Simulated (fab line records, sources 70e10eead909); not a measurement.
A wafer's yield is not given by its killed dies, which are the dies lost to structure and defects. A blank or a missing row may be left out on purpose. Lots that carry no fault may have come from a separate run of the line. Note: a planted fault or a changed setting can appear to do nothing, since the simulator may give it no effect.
Chamber matching | flow nandHarc | aldMetal-04 running NHARC_A_WL_FILL_ALD_19: 4 sister chambers
The step deposits TiN, target thk 2 nm, pulse time 3 s, ald cycles 100. 24 wafers are shown with their chamber, then 12 later ones without.

WAFERS PAIRED WITH THEIR CHAMBERS
wafer  | chamber | heaterPowerW (W) | heaterPowerOuterW (W) | precursorPulseHeightRel
L074.1 | 2       | 951              | 596                   | 0.987
L074.5 | 2       | 950              | 596                   | 0.987
L074.6 | 3       | 1214             | 844                   | 1.031
L075.2 | 2       | 976              | 598                   | 1.022
L075.4 | 0       | 1151             | 777                   | 1.015
L075.5 | 1       | 1175             | 741                   | 0.978
L077.3 | 0       | 1162             | 779                   | 1.017
L077.4 | 3       | 1239             | 795                   | 1.022
L077.5 | 1       | 1148             | 743                   | 1.005
L079.1 | 1       | 1188             | 734                   | 0.989
L079.2 | 2       | 954              | 607                   | 0.986
L079.3 | 0       | 1153             | 813                   | 0.997
L080.2 | 0       | 1185             | 760                   | 1.021
L080.3 | 1       | 1137             | 730                   | 0.991
L080.5 | 3       | 1253             | 798                   | 0.975
L081.3 | 3       | 1284             | 801                   | 1.029
L081.5 | 2       | 940              | 610                   | 1.003
L081.6 | 3       | 1269             | 830                   | 1.029
L083.2 | 3       | 1253             | 792                   | 1.000
L083.3 | 2       | 948              | 614                   | 1.002
L083.6 | 2       | 961              | 613                   | 1.005
L086.2 | 0       | 1187             | 756                   | 1.017
L086.5 | 1       | 1186             | 746                   | 1.036
L086.6 | 2       | 945              | 583                   | 0.993

SIGNATURES (averages over the wafers above)
reading                 | chamber 0 | chamber 1 | chamber 2 | chamber 3 | scatter within a chamber
heaterPowerW            | 1167.60   | 1166.80   | 953.12    | 1252.00   | 18.9
heaterPowerOuterW       | 777.00    | 738.80    | 602.12    | 810.00    | 16.3
precursorPulseHeightRel | 1.01340   | 0.99980   | 0.99812   | 1.01433   | 0.0173
Rule: a wafer lies at a distance from a chamber equal to the root of the sum of squares, over the readings, of (its reading less the chamber's mean, divided by the reading's scatter). If the next closest chamber is less than 2 further off than the closest, the wafer can't be placed; otherwise it belongs to the closest. The scatter: take each reading less its chamber's mean, square it, sum over the shown wafers, divide by the number of wafers less the number of chambers, and take the root.

WAFERS MISSING THEIR CHAMBER
wafer  | heaterPowerW (W) | heaterPowerOuterW (W) | precursorPulseHeightRel
L089.1 | 975              | 601                   | 1.041
L089.4 | 1130             | 743                   | 0.995
L089.5 | 1266             | 835                   | 1.009
L093.1 | 906              | 607                   | 1.018
L093.5 | 916              | 592                   | 0.997
L093.6 | 1195             | 787                   | 1.021
L096.2 | 1189             | 794                   | 0.955
L096.3 | 1282             | 801                   | 1.004
L096.4 | 1203             | 770                   | 1.032
L097.2 | 1290             | 828                   | 0.987
L097.3 | 1240             | 830                   | 0.978
L097.6 | 1227             | 791                   | 1.025

EACH ONE'S CHAMBER
wafer  | from the rows above          | in truth
L089.1 | 2                            | 2
L089.4 | can't be placed: 1 or 0      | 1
L089.5 | 3                            | 3
L093.1 | 2                            | 2
L093.5 | 2                            | 2
L093.6 | can't be placed: 0 or 3 or 1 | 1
L096.2 | can't be placed: 0 or 1 or 3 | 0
L096.3 | 3                            | 3
L096.4 | can't be placed: 0 or 1 or 3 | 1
L097.2 | 3                            | 3
L097.3 | 3                            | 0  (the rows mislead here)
L097.6 | can't be placed: 3 or 0      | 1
Correct placement for 6 of the 12. From these rows, 5 cannot be placed; in 4 the true chamber is one of the candidates. Placed wrongly: 1.
